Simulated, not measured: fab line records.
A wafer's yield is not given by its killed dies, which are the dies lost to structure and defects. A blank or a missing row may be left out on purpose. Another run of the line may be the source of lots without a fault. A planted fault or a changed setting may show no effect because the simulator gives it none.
Lot-split experiment | flow n5Finfet | 39 wafers read across 7 lots, on a route 1938 steps long

## THE SPLIT
At N5_SD_EPI_P_ETCH_16 (etches SiO2 in CHF3/O2, target depth 5 nm), the setting targetDepthA was moved away from the recipe's 50 angstrom on 15 of the 39 wafers read, by -6.7% to +11.8%. The other wafers ran this setting at the recipe's value.

Reading taken at the split's own step.

## THE READING
etch.depthNm (the simulator's own value, which no gauge read), in nm, at N5_SD_EPI_P_ETCH_16 (etches SiO2 in CHF3/O2, target depth 5 nm). No usual value for it is given in the file. Here, 24 wafers ran the recipe; their average is 5.018 nm with a standard deviation of 0.092 nm.

wafer  | tool, chamber at the split | targetDepthA as run, angstrom | against the recipe | etch.depthNm, nm | against lot-mates on the recipe
L077.2 | rieDiel-05, 0              | 50                            | recipe             | 5.021            | -
L077.5 | rieDiel-05, 3              | 50                            | recipe             | 5.017            | -
L077.6 | rieDiel-05, 0              | 50                            | recipe             | 5.012            | -
L081.1 | rieDiel-03, 0              | 50                            | recipe             | 5.09             | -
L081.2 | rieDiel-03, 3              | 50                            | recipe             | 4.979            | -
L081.3 | rieDiel-03, 1              | 54.73                         | +9.5%              | 5.317            | +0.268
L081.4 | rieDiel-03, 2              | 50                            | recipe             | 5.077            | -
L081.5 | rieDiel-03, 0              | 54.73                         | +9.5%              | 5.607            | +0.558
L081.6 | rieDiel-03, 1              | 54.73                         | +9.5%              | 5.283            | +0.234
L082.1 | rieDiel-03, 2              | 46.66                         | -6.7%              | 4.703            | -0.300
L082.2 | rieDiel-03, 3              | 46.66                         | -6.7%              | 4.675            | -0.328
L082.3 | rieDiel-03, 0              | 50                            | recipe             | 5.084            | -
L082.4 | rieDiel-03, 1              | 46.66                         | -6.7%              | 4.472            | -0.531
L082.5 | rieDiel-03, 1              | 50                            | recipe             | 4.85             | -
L082.6 | rieDiel-03, 2              | 50                            | recipe             | 5.075            | -
L085.1 | rieDiel-05, 0              | 55.91                         | +11.8%             | 5.592            | +0.529
L085.2 | rieDiel-05, 3              | 50                            | recipe             | 5.135            | -
L085.3 | rieDiel-05, 2              | 55.91                         | +11.8%             | 5.595            | +0.532
L085.4 | rieDiel-05, 1              | 50                            | recipe             | 5.037            | -
L085.5 | rieDiel-05, 1              | 55.91                         | +11.8%             | 5.593            | +0.530
L085.6 | rieDiel-05, 2              | 50                            | recipe             | 5.017            | -
L088.1 | rieDiel-05, 2              | 50                            | recipe             | 4.972            | -
L088.2 | rieDiel-05, 3              | 50                            | recipe             | 5.138            | -
L088.3 | rieDiel-05, 0              | 50                            | recipe             | 4.935            | -
L088.4 | rieDiel-05, 1              | 50                            | recipe             | 5.021            | -
L088.5 | rieDiel-05, 2              | 50                            | recipe             | 4.993            | -
L088.6 | rieDiel-05, 3              | 50                            | recipe             | 5.115            | -
L095.1 | rieDiel-03, 2              | 50                            | recipe             | 5.059            | -
L095.2 | rieDiel-03, 0              | 52.16                         | +4.3%              | 5.333            | +0.338
L095.3 | rieDiel-03, 1              | 52.16                         | +4.3%              | 5.01             | +0.015
L095.4 | rieDiel-03, 0              | 50                            | recipe             | 5.113            | -
L095.5 | rieDiel-03, 2              | 52.16                         | +4.3%              | 5.253            | +0.258
L095.6 | rieDiel-03, 1              | 50                            | recipe             | 4.813            | -
L096.1 | rieDiel-03, 2              | 50                            | recipe             | 5.039            | -
L096.2 | rieDiel-03, 0              | 54.59                         | +9.2%              | 5.528            | +0.570
L096.3 | rieDiel-03, 1              | 54.59                         | +9.2%              | 5.241            | +0.283
L096.4 | rieDiel-03, 1              | 50                            | recipe             | 4.781            | -
L096.5 | rieDiel-03, 2              | 54.59                         | +9.2%              | 5.453            | +0.495
L096.6 | rieDiel-03, 0              | 50                            | recipe             | 5.053            | -

FIT RESULTS
A straight line over all 39 wafers: etch.depthNm changes by +0.0476 nm for each +1% of targetDepthA; r = +0.91; the points scatter about the line by 0.11 nm.
The same after taking each lot's own level away (the mean of its wafers on the recipe; 39 wafers): +0.0466 nm for each +1%; r = +0.91; scatter 0.11 nm.
The reading moves by 0.55 nm for the largest change in targetDepthA, on that fit.
From 4.9577 to 5.0630 nm: that is the span of the lots' own levels, equal to 1.1 times the standard deviation above.
Hence the lot-to-lot level has little effect on the slope; both slopes agree.
Check: +0.54 nm against its lot-mates is what the line predicts for one of the wafers moved furthest among these (+11.8%) when that wafer is left out of the fit. Against them it came out at +0.529 nm.

## THESE WAFERS: OTHER SPLITS
These wafers also went through other splits before the reading. Each is held against what the fit with the lots' levels taken away leaves over:
other split on the same wafers  | wafers away from the commonest value | r with etch.depthNm (lot level and that fit taken away)
N5_DUMMY_GATE_CVD_03 targetThkA | 18                                   | +0.06
N5_DUMMY_GATE_ETCH_32 timeS     | 12                                   | +0.18
N5_DUMMY_GATE_ETCH_42 biasW     | 18                                   | +0.18

## THE FILE'S OWN FIT
etch.depthNm changes by +0.0457 nm for each +1% of targetDepthA, r = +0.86.
